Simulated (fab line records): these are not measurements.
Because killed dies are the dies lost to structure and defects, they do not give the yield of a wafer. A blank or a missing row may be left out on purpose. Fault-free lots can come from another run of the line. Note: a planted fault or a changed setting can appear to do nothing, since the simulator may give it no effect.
Struck lot and sound lot, side by side ; flow n5_finfet ; 40 out of 1938 route steps
Sound: the wafers L486.1, L486.5, L486.6. Struck: wafer L479.2 (L479.1, L479.3, from the same lot, were not struck and are left out); the cause is given at the end.
For every step that has rows: the tool of each side, followed by ch and its chambers, followed by its first start. Under that, the readings that differ: sound wafers ; struck wafers ; difference of the means ; sigmas: that difference in standard deviations of wafers without a fault.
alike: words and numbers the same on both sides, and readings whose means are apart by under 2 such deviations; not compared: readings that were withheld, readings missing a value for some wafer, numbers with overlapping values and no deviation given by the record, and bounds like >300 which may hide the same value.
The two part at a step that has a row with sigmas, a row that says differs or no value, or rows on one side only. Non-overlapping numbers with no deviation appear without sigmas and do not part them. A reading missing from all wafers of one side parts the sides only when that side holds two or more wafers.

first, 9 steps without rows for these wafers: N5_MOL_CONTACT_COAG_PRE_CLEAN_121; N5_MOL_CONTACT_COAG_CVD_140 (deposits W, target thk 66.5 nm, time 215 s); N5_MOL_CONTACT_COAG_PRECLEAN_127 (cleans in DIW, time 57.5 s); N5_MOL_CONTACT_COAG_SRD_128 (dry time 32 s); N5_MOL_CONTACT_COAG_CMP_52 (polishes, stops on SiO2, t overpolish 1.5 s, target thk 66.5 nm); N5_MOL_CONTACT_COAG_ANNEAL_112 (time 1800 s); N5_BEOL_M0_SAQP_PECVD_00 (deposits SiCN from 3MS/NH3, target thk 8 nm, time 14 s); N5_BEOL_M0_SAQP_ILD_DEP_01 (deposits SiOC from DEMS/O2, target thk 45.419 nm, time 8.7 s); N5_BEOL_M0_SAQP_HM_DEP_02 (deposits TiN, target thk 12 nm).
N5_BEOL_M0_SAQP_PECVD_03: deposits SiCN from 3MS/NH3, target thk 12 nm, time 21.1 s.
  sound on pecvd-04 ch 0,1,2, day 9 17:34; struck on pecvd-02 ch 0, day 7 21:33
reading;sound;struck;difference;sigmas
run_length_s (s);50.7 51.0 51.7;43.5;-7.6;-16
model.SiCN_of_BEOL_M0_SAQP_PECVD_03.thk_nm (nm);12 12 12.4;7.6;-4.5;
  alike: chamber_pressure_Torr, showerhead_plenum_p_Torr, showerhead_vpp_V, throttle_valve_pct
then, 25 steps without rows for these wafers: N5_BEOL_M0_SAQP_PECVD_96 (deposits a-Si from SiH4/He, target thk 45 nm, time 45.2 s); N5_BEOL_M0_SAQP_PECVD_97 (deposits SiNx from SiH4/NH3/N2, target thk 23 nm, time 19.9 s); N5_BEOL_M0_SAQP_PECVD_04 (deposits a-Si from SiH4/He, target thk 60 nm, time 60.2 s); N5_BEOL_M0_SAQP_HM_DEP_111 (deposits SiO2 from SiH4/N2O, target thk 12 nm, time 7.2 s); N5_BEOL_M0_SAQP_COAT_81 (time 60 s, resist thk 100 nm); N5_BEOL_M0_SAQP_COAT_82 (time 60 s, resist thk 30 nm); N5_BEOL_M0_SAQP_COAT_08 (resist thk 90 nm); N5_BEOL_M0_SAQP_EBR_10; N5_BEOL_M0_SAQP_SOFTBAKE_09 (time 60 s); N5_BEOL_M0_SAQP_EXPOSE_11 (exposes mask M0 CORE, target cd 42 nm); N5_BEOL_M0_SAQP_PEB_12 (peb time 60 s); N5_BEOL_M0_SAQP_DEVELOP_13 (develop time 30 s); N5_BEOL_M0_SAQP_DESCUM_19 (chemistry O2, time 7.9 s); N5_BEOL_M0_SAQP_ETCH_83 (etches SiARC in CF4, target depth 39 nm, time 65 s); N5_BEOL_M0_SAQP_ETCH_84 (etches SOC in N2/H2, target depth 100 nm, overetch 20 nm, time 150 s); N5_BEOL_M0_SAQP_STRIP_80 (strips in N2/H2); N5_BEOL_M0_SAQP_HM_OPEN_112 (chemistry CHF3/O2, target SiO2, stops on a-Si, target depth 12 nm, time 13.5 s); N5_BEOL_M0_SAQP_STRIP_113 (strips in CHF3/O2); N5_BEOL_M0_SAQP_MANDREL_ETCH_20 (etches a-Si in HBr/Cl2, stops on SiNx, target depth 60 nm, bt time 10 s, time 30 s); N5_BEOL_M0_SAQP_STRIP_86 (strips in N2/H2); N5_BEOL_M0_SAQP_STRIP_115 (strips in post etch residue remover, time 60 s); N5_BEOL_M0_SAQP_SRD_93 (time 30 s); N5_BEOL_M0_SAQP_RECESS_114 (chemistry HF/NH3, target SiO2, target depth 14.4 nm, afs cycles 3, sublimation time 60 s); N5_BEOL_M0_SAQP_SPACER1_ALD_98 (deposits SiO2, target thk 12.8 nm, pulse time 1 s, purge time 2 s); N5_BEOL_M0_SAQP_SPACER1_ETCHBACK_99 (etches SiO2 in CHF3/O2, target depth 15.4 nm, time 7.7 s).
N5_BEOL_M0_SAQP_RECESS_109: chemistry HF/NH3, target SiO2, target depth 3 nm, afs cycles 1, sublimation time 60 s.
  sound on vapor_etch-02 ch 0,1, day 9 21:05; struck on vapor_etch-01 ch 0, day 8 00:49
reading;sound;struck;difference;sigmas
drypump_motor_current_A (A);5.1 4.7 5.1;5.9;+0.9;+2
model.SiCN_of_BEOL_M0_SAQP_PECVD_03.thk_nm (nm);8.4 8.6 8.8;4.2;-4.4;
N5_BEOL_M0_ETCH_138: etches SiCN in CH3F/O2, target depth 12 nm, time 31.6 s.
  sound on rie_diel-05 ch 1,2,3, day 9 23:52; struck on rie_diel-05 ch 3, day 8 04:04
reading;sound;struck;difference;sigmas
model.etch.depth_nm (nm);8.378 8.653 8.806;9.231;+0.619;
  alike: CH3F_flow_sccm, drypump_motor_current_A, etch_rf_on_time_s, oes_product_au, rf_vpp_V, showerhead_plenum_p_Torr, throttle_valve_pct
  not compared: rf_hours_counter_h
N5_BEOL_M0_ETCH_128: etches SiCN in CF4/N2, target depth 12 nm, overetch 5.1 nm, time 21.4 s.
  sound on rie_diel-01 ch 0,3, day 10 00:29; struck on rie_diel-05 ch 3, day 8 04:29
reading;sound;struck;difference;sigmas
rf_vpp_V (V);385.1 384.6 384.7;379.1;-5.7;-3
showerhead_plenum_p_Torr (Torr);2.36 2.36 2.31;2.09;-0.25;-3
model.etch.depth_nm (nm);8.378 8.653 8.806;12;+3;
  alike: drypump_motor_current_A, oes_product_au, throttle_valve_pct
  not compared: rf_hours_counter_h
-- record jumps: 2 days separate the struck wafers' starts on either side; left off in module BEOL_M0, taken up again in module BEOL_M4, whose first shown step is the route's number 1111 --
N5_BEOL_M4_RC_MEAS_101:
  sound on prober-01 ch 0, day 12 05:32; struck on prober-02 ch 0, day 10 05:59
  alike: DIBL_N, DIBL_P, IOFF_N, IOFF_P, ION_N, ION_P, SS_N, SS_P, VT_N, VT_P
after that, 1 step had no rows for these wafers: N5_PASSIVATION_PROBE_49.

## WHERE THEY PART
At N5_BEOL_M0_SAQP_PECVD_03 first; at N5_BEOL_M0_ETCH_128 last (within this record only). Later steps at which nothing parts them and some readings are alike: N5_BEOL_M4_RC_MEAS_101.

WHY: what had been put in by the simulator
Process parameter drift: pecvd-02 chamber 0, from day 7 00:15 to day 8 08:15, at N5_BEOL_M0_SAQP_PECVD_03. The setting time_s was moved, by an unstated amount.
